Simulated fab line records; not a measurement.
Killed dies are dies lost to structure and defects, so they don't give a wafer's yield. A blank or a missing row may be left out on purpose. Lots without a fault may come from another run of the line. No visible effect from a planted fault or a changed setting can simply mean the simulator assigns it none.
Chamber matching ; flow n5-finfet ; 4 sister chambers for N5_BEOL_M13_DESCUM_33 on rie-diel-06
The step chemistry O2, time 7.9 s. 4 wafers are shown with their chamber, then 8 later ones without.

== EACH WAFER AND ITS CHAMBER ==
wafer;chamber;showerhead-plenum-p-Torr (Torr)
L082.2;2;2.25
L082.4;0;2.03
L082.5;1;2.01
L086.1;3;1.98

== WAFERS WITH NO CHAMBER GIVEN ==
wafer;showerhead-plenum-p-Torr (Torr)
L086.3;2.01
L086.5;2.03
L085.3;1.98
L085.4;2.01
L085.5;2.01
L097.2;2.24
L097.3;2.00
L097.5;2.00

== EACH ONE'S CHAMBER ==
wafer;from the rows above;in truth
L086.3;1;1
L086.5;0;0
L085.3;3;3
L085.4;1;1
L085.5;1;1
L097.2;2;2
L097.3;can't be placed: 1 or 3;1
L097.5;can't be placed: 1 or 3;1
Placed correctly: 6 of 8. Can't be placed from these rows: 2 (the true chamber is among the candidates in 2). Wrongly placed: 0.
How it was worked out, from the rows above alone: a wafer's distance from a chamber is the root of the sum, over the readings, of the square of ((its reading less the chamber's mean) divided by the reading's scatter). If the next closest chamber is less than 2 further off than the closest, the wafer can't be placed; otherwise it belongs to the closest. The mean given for a chamber averages the wafers shown for that chamber. The scatter: with one shown wafer a chamber, the root of the mean of the squares of how far each hidden wafer lies from its nearest shown one.
